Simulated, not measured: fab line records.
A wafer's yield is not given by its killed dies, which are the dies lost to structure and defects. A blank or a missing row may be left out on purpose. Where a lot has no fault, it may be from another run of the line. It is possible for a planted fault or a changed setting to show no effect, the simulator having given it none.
Split-lot study / flow n5_finfet / 39 wafers read across 7 lots, on a route 1938 steps long

== THE SPLIT ==
At N5_BEOL_M0_SAQP_PECVD_96 (deposits a-Si from SiH4/He, target thk 45 nm, time 45.2 s), the setting time_s was moved away from the recipe's 45.2 s on 12 of the 39 wafers read, by -51.7% to +42.2%. This setting was run at the recipe's value on the other wafers.

== FROM THE SPLIT TO THE READING: what the file shows between them, 4 steps ==
- N5_BEOL_M0_SAQP_PECVD_97: deposits SiNx from SiH4/NH3/N2, target thk 23 nm, time 19.9 s
- N5_BEOL_M0_SAQP_PECVD_04: deposits a-Si from SiH4/He, target thk 60 nm, time 60.2 s
- N5_BEOL_M0_SAQP_ETCH_101: etches SiNx in CH3F/O2, target depth 29.9 nm, time 42.7 s
- N5_BEOL_M0_SAQP_ETCH_102: etches SiO2 in CF4, target depth 4 nm, time 4.4 s

== THE READING ==
oes_product_au, in a.u., at N5_BEOL_M0_SAQP_MANDREL_ETCH_103 (etches a-Si in HBr/Cl2, stops on SiCN, target depth 45 nm, bt time 10 s, time 27 s). Typical for fault-free wafers on this fab line: 0.683 a.u., with standard deviation 0.013 a.u.

wafer=L074.1; tool, chamber at the split=pecvd-04, 2; time_s as run, s=45.2; against the recipe=recipe; oes_product_au, a.u.=0.689; against lot-mates on the recipe=-
wafer=L074.2; tool, chamber at the split=pecvd-04, 1; time_s as run, s=64.17; against the recipe=+42.0%; oes_product_au, a.u.=0.842; against lot-mates on the recipe=+0.159
wafer=L074.3; tool, chamber at the split=pecvd-04, 0; time_s as run, s=64.17; against the recipe=+42.0%; oes_product_au, a.u.=0.837; against lot-mates on the recipe=+0.154
wafer=L074.4; tool, chamber at the split=pecvd-04, 2; time_s as run, s=64.17; against the recipe=+42.0%; oes_product_au, a.u.=0.851; against lot-mates on the recipe=+0.168
wafer=L074.5; tool, chamber at the split=pecvd-04, 0,1; time_s as run, s=45.2; against the recipe=recipe; oes_product_au, a.u.=0.687; against lot-mates on the recipe=-
wafer=L074.6; tool, chamber at the split=pecvd-04, 0,1; time_s as run, s=45.2; against the recipe=recipe; oes_product_au, a.u.=0.672; against lot-mates on the recipe=-
wafer=L077.1; tool, chamber at the split=pecvd-04, 0; time_s as run, s=45.2; against the recipe=recipe; oes_product_au, a.u.=0.697; against lot-mates on the recipe=-
wafer=L077.2; tool, chamber at the split=pecvd-04, 1; time_s as run, s=45.2; against the recipe=recipe; oes_product_au, a.u.=0.683; against lot-mates on the recipe=-
wafer=L077.3; tool, chamber at the split=pecvd-04, 2,0; time_s as run, s=45.2; against the recipe=recipe; oes_product_au, a.u.=0.685; against lot-mates on the recipe=-
wafer=L077.4; tool, chamber at the split=pecvd-04, 2,0; time_s as run, s=45.2; against the recipe=recipe; oes_product_au, a.u.=0.701; against lot-mates on the recipe=-
wafer=L077.5; tool, chamber at the split=pecvd-04, 2; time_s as run, s=45.2; against the recipe=recipe; oes_product_au, a.u.=0.695; against lot-mates on the recipe=-
wafer=L077.6; tool, chamber at the split=pecvd-04, 1; time_s as run, s=45.2; against the recipe=recipe; oes_product_au, a.u.=0.683; against lot-mates on the recipe=-
wafer=L079.1; tool, chamber at the split=pecvd-02, 0; time_s as run, s=45.2; against the recipe=recipe; oes_product_au, a.u.=0.678; against lot-mates on the recipe=-
wafer=L079.2; tool, chamber at the split=pecvd-02, 1; time_s as run, s=45.2; against the recipe=recipe; oes_product_au, a.u.=0.654; against lot-mates on the recipe=-
wafer=L079.5; tool, chamber at the split=pecvd-02, 1; time_s as run, s=45.2; against the recipe=recipe; oes_product_au, a.u.=0.689; against lot-mates on the recipe=-
wafer=L083.1; tool, chamber at the split=pecvd-02, 2; time_s as run, s=64.26; against the recipe=+42.2%; oes_product_au, a.u.=0.860; against lot-mates on the recipe=+0.167
wafer=L083.2; tool, chamber at the split=pecvd-02, 0; time_s as run, s=64.26; against the recipe=+42.2%; oes_product_au, a.u.=0.830; against lot-mates on the recipe=+0.137
wafer=L083.3; tool, chamber at the split=pecvd-02, 1; time_s as run, s=64.26; against the recipe=+42.2%; oes_product_au, a.u.=0.843; against lot-mates on the recipe=+0.150
wafer=L083.4; tool, chamber at the split=pecvd-02, 1; time_s as run, s=45.2; against the recipe=recipe; oes_product_au, a.u.=0.679; against lot-mates on the recipe=-
wafer=L083.5; tool, chamber at the split=pecvd-02, 0; time_s as run, s=45.2; against the recipe=recipe; oes_product_au, a.u.=0.691; against lot-mates on the recipe=-
wafer=L083.6; tool, chamber at the split=pecvd-02, 2; time_s as run, s=45.2; against the recipe=recipe; oes_product_au, a.u.=0.708; against lot-mates on the recipe=-
wafer=L089.1; tool, chamber at the split=pecvd-04, 1; time_s as run, s=27.7; against the recipe=-38.7%; oes_product_au, a.u.=0.545; against lot-mates on the recipe=-0.142
wafer=L089.2; tool, chamber at the split=pecvd-04, 2; time_s as run, s=45.2; against the recipe=recipe; oes_product_au, a.u.=0.694; against lot-mates on the recipe=-
wafer=L089.3; tool, chamber at the split=pecvd-04, 0; time_s as run, s=27.7; against the recipe=-38.7%; oes_product_au, a.u.=0.512; against lot-mates on the recipe=-0.175
wafer=L089.4; tool, chamber at the split=pecvd-04, 1; time_s as run, s=45.2; against the recipe=recipe; oes_product_au, a.u.=0.661; against lot-mates on the recipe=-
wafer=L089.5; tool, chamber at the split=pecvd-04, 0; time_s as run, s=27.7; against the recipe=-38.7%; oes_product_au, a.u.=0.525; against lot-mates on the recipe=-0.162
wafer=L089.6; tool, chamber at the split=pecvd-04, 2; time_s as run, s=45.2; against the recipe=recipe; oes_product_au, a.u.=0.705; against lot-mates on the recipe=-
wafer=L091.1; tool, chamber at the split=pecvd-01, 1,0; time_s as run, s=45.2; against the recipe=recipe; oes_product_au, a.u.=0.665; against lot-mates on the recipe=-
wafer=L091.2; tool, chamber at the split=pecvd-01, 2; time_s as run, s=45.2; against the recipe=recipe; oes_product_au, a.u.=0.700; against lot-mates on the recipe=-
wafer=L091.3; tool, chamber at the split=pecvd-01, 0; time_s as run, s=45.2; against the recipe=recipe; oes_product_au, a.u.=0.665; against lot-mates on the recipe=-
wafer=L091.4; tool, chamber at the split=pecvd-01, 2; time_s as run, s=45.2; against the recipe=recipe; oes_product_au, a.u.=0.695; against lot-mates on the recipe=-
wafer=L091.5; tool, chamber at the split=pecvd-01, 1; time_s as run, s=45.2; against the recipe=recipe; oes_product_au, a.u.=0.702; against lot-mates on the recipe=-
wafer=L091.6; tool, chamber at the split=pecvd-01, 1,0; time_s as run, s=45.2; against the recipe=recipe; oes_product_au, a.u.=0.680; against lot-mates on the recipe=-
wafer=L096.1; tool, chamber at the split=pecvd-02, 2; time_s as run, s=21.81; against the recipe=-51.7%; oes_product_au, a.u.=0.491; against lot-mates on the recipe=-0.188
wafer=L096.2; tool, chamber at the split=pecvd-02, 0; time_s as run, s=45.2; against the recipe=recipe; oes_product_au, a.u.=0.690; against lot-mates on the recipe=-
wafer=L096.3; tool, chamber at the split=pecvd-02, 0; time_s as run, s=21.81; against the recipe=-51.7%; oes_product_au, a.u.=0.470; against lot-mates on the recipe=-0.209
wafer=L096.4; tool, chamber at the split=pecvd-02, 2; time_s as run, s=45.2; against the recipe=recipe; oes_product_au, a.u.=0.675; against lot-mates on the recipe=-
wafer=L096.5; tool, chamber at the split=pecvd-02, 2; time_s as run, s=45.2; against the recipe=recipe; oes_product_au, a.u.=0.672; against lot-mates on the recipe=-
wafer=L096.6; tool, chamber at the split=pecvd-02, 0; time_s as run, s=21.81; against the recipe=-51.7%; oes_product_au, a.u.=0.493; against lot-mates on the recipe=-0.186
The file does not say which wafer passed through which chamber wherever a row lists several chambers: such a row stands for several wafers.

FIT RESULTS
A straight line over all 39 wafers: oes_product_au changes by +0.00387 a.u. for each +1% of time_s; r = +0.99; the points scatter about the line by 0.014 a.u.
The same after taking each lot's own level away (the mean of its wafers on the recipe; 39 wafers): +0.0038 a.u. for each +1%; r = +0.99; scatter 0.013 a.u.
Per that fit: largest time_s move, reading shift of 0.2 a.u.
The lots' own levels span 0.6737 to 0.6927 a.u., that is 1.5 times the standard deviation above.
The two slopes agree, so the slope changes little with the lot-to-lot level.
Check: -0.2 a.u. against its lot-mates is what the line predicts for one of the wafers moved furthest among these (-51.7%) when that wafer is left out of the fit. Against them it came out at -0.188 a.u.

== OTHER SPLITS ON THESE WAFERS ==
Before the reading, these wafers also passed through other splits. Each is held against what the fit with the lots' levels taken away leaves over:
other split on the same wafers=N5_FIN_SAQP_SPACER1_ALD_24 ald_cycles; wafers away from the commonest value=15; r with oes_product_au (lot level and that fit taken away)=-0.02
other split on the same wafers=N5_HKMG_FIN_NWFM_ALD_20 ald_cycles; wafers away from the commonest value=12; r with oes_product_au (lot level and that fit taken away)=-0.10

== THE WHOLE CHAIN: every reading that the file lists as answering this split, in the file's order ==
step=N5_BEOL_M0_SAQP_PECVD_96; what it does=deposits a-Si from SiH4/He, target thk 45 nm, time 45.2 s; reading=a-Si_of_BEOL_M0_SAQP_PECVD_96.thk_nm (the simulator's own value, which no gauge read); change (the file's fit)=+0.446 nm for each +1% of the setting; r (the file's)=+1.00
step=N5_BEOL_M0_SAQP_MANDREL_ETCH_103; what it does=etches a-Si in HBr/Cl2, stops on SiCN, target depth 45 nm, bt time 10 s, time 27 s; reading=oes_product_au; change (the file's fit)=+0.0038 a.u. for each +1% of the setting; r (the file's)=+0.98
step=N5_BEOL_M0_SAQP_MANDREL_ETCH_103; what it does=etches a-Si in HBr/Cl2, stops on SiCN, target depth 45 nm, bt time 10 s, time 27 s; reading=etch.depth_nm (the simulator's own value, which no gauge read); change (the file's fit)=+0.447 nm for each +1% of the setting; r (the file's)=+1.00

== FILE'S OWN FIT ==
oes_product_au changes by +0.0038 a.u. for each +1% of time_s, r = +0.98.
